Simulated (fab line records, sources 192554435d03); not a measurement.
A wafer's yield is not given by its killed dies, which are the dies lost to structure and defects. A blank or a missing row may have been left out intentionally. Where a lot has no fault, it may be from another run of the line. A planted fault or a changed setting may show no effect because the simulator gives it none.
Lot-split experiment	flow n5Finfet	on a route of 1938 steps: 7 lots, 21 wafers read

THE SPLIT ITSELF
At N5_SD_EPI_N_EPI_21 (deposits Si:P, time 690 s), the setting tempC was moved away from the recipe's 680 C on 10 of the 21 wafers read, by -0.4% to +0.7%. The other wafers ran this setting at the recipe's value.

FROM THE SPLIT TO THE READING: what the file shows between them, 10 steps
- N5_SD_EPI_N_PRECLEAN_24: cleans in O3/DIW, time 60 s
- N5_SD_EPI_P_COAT_34: time 60 s, resist thk 350 nm (also split here: tempC)
- N5_SD_EPI_P_COAT_35: time 60 s, resist thk 35 nm
- N5_SD_EPI_P_COAT_03: resist thk 150 nm
- N5_SD_EPI_P_EPI_21: deposits SiGe:B, time 355 s
- N5_SD_EPI_P_HM_STRIP_48: strips SiNx in H3PO4, material SiNx, target depth 3 nm
- N5_SD_EPI_P_SRD_49: time 30 s
- N5_SD_EPI_P_PRECLEAN_24: cleans in O3/DIW, time 45 s
- N5_SD_ACTIVATION_RTA_00: time 0 s
- N5_SD_ACTIVATION_LSA_01: time 0.0008 s

THE READING
RS_SD_N, in ohm/sq, at N5_SD_ACTIVATION_RS_MEAS_03 (measures by four-point-probe). On this fab line, fault-free wafers typically give 21.9 ohm/sq with a standard deviation of 0.3 ohm/sq.

wafer	tool, chamber at the split	tempC as run, C	against the recipe	RS_SD_N, ohm/sq	against lot-mates on the recipe
L075.1	epiRpcvd-04, 0	680	recipe	22.1	-
L075.3	epiRpcvd-04, 0	680	recipe	22.2	-
L075.6	epiRpcvd-04, 0	680	recipe	22.4	-
L076.4	epiRpcvd-03, 0	682.5	+0.4%	20.6	-1.1
L076.5	epiRpcvd-03, 0	680	recipe	21.7	-
L076.6	epiRpcvd-03, 0	682.5	+0.4%	21.2	-0.5
L078.2	epiRpcvd-03, 0	680	recipe	21.5	-
L078.3	epiRpcvd-03, 0	684.8	+0.7%	20.0	-1.5
L078.5	epiRpcvd-03, 0	684.8	+0.7%	19.8	-1.7
L082.1	epiRpcvd-03, 0	680	recipe	21.6	-
L082.3	epiRpcvd-03, 0	680	recipe	22.1	-
L082.4	epiRpcvd-03, 0	680	recipe	22.1	-
L083.2	epiRpcvd-02, 0	677.6	-0.4%	22.9	no lot-mate on the recipe
L083.4	epiRpcvd-02, 0	677.6	-0.4%	23.0	no lot-mate on the recipe
L083.6	epiRpcvd-02, 0	677.6	-0.4%	23.0	no lot-mate on the recipe
L087.3	epiRpcvd-04, 0	684.1	+0.6%	20.7	no lot-mate on the recipe
L087.5	epiRpcvd-04, 0	684.1	+0.6%	20.8	no lot-mate on the recipe
L087.6	epiRpcvd-04, 0	684.1	+0.6%	20.1	no lot-mate on the recipe
L089.2	epiRpcvd-04, 0	680	recipe	21.8	-
L089.3	epiRpcvd-04, 0	680	recipe	21.9	-
L089.6	epiRpcvd-04, 0	680	recipe	21.9	-

THE FIT
A straight line over all 21 wafers: RS_SD_N changes by -2.69 ohm/sq for each +1% of tempC; r = -0.96; the points scatter about the line by 0.27 ohm/sq.
The same after taking each lot's own level away (the mean of its wafers on the recipe; 15 wafers): -2.25 ohm/sq for each +1%; r = -0.96; scatter 0.18 ohm/sq.
The reading moves by 1.6 ohm/sq for the largest change in tempC, on that fit.
Measured against the standard deviation above, the lots' own levels, which go from 21.50 to 22.23 ohm/sq, span 2.4 times it.
Thus the slope moves with the lot-to-lot level: the two fits are different.
Check: for one of the wafers moved furthest among these (+0.7%), held out of the fit, the line's prediction against its lot-mates is -1.64 ohm/sq. It came out at -1.5 ohm/sq against them.

ADDITIONAL SPLITS CARRIED BY THESE WAFERS
Before the reading, these wafers also passed through other splits. Each is held against what the fit with the lots' levels taken away leaves over:
other split on the same wafers	wafers away from the commonest value	r with RS_SD_N (lot level and that fit taken away)
N5_PMOS_HMC_CHANNEL_EPI_PEB_07 pebTimeS	6	+0.21
N5_PMOS_HMC_CHANNEL_EPI_ETCH_38 biasW	7	-0.23
N5_SD_EPI_N_COAT_33 spinRpm	5	-0.14
N5_SD_EPI_N_DESCUM_14 timeS	7	+0.17
N5_SD_EPI_P_COAT_34 tempC	8	-0.11

THE WHOLE CHAIN: every reading that the file lists as answering this split, in the file's order
step	what it does	reading	change (the file's fit)	r (the file's)
N5_SD_EPI_N_EPI_21	deposits Si:P, time 690 s	Si-P_of_SD_EPI_N_EPI_21.thkNm (the simulator's own value, which no gauge read)	+6.96 nm for each +1% of the setting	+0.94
N5_SD_EPI_N_PRECLEAN_24	cleans in O3/DIW, time 60 s	Si-P_of_SD_EPI_N_EPI_21.thkNm (the simulator's own value, which no gauge read)	+6.91 nm for each +1% of the setting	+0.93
N5_SD_EPI_P_HM_STRIP_48	strips SiNx in H3PO4, material SiNx, target depth 3 nm	Si-P_of_SD_EPI_N_EPI_21.thkNm (the simulator's own value, which no gauge read)	+6.74 nm for each +1% of the setting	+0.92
N5_SD_ACTIVATION_RS_MEAS_03	measures by four-point-probe	RS_SD_N	-2.26 for each +1% of the setting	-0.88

THE FILE'S OWN FIT
RS_SD_N changes by -2.26 ohm/sq for each +1% of tempC, r = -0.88.
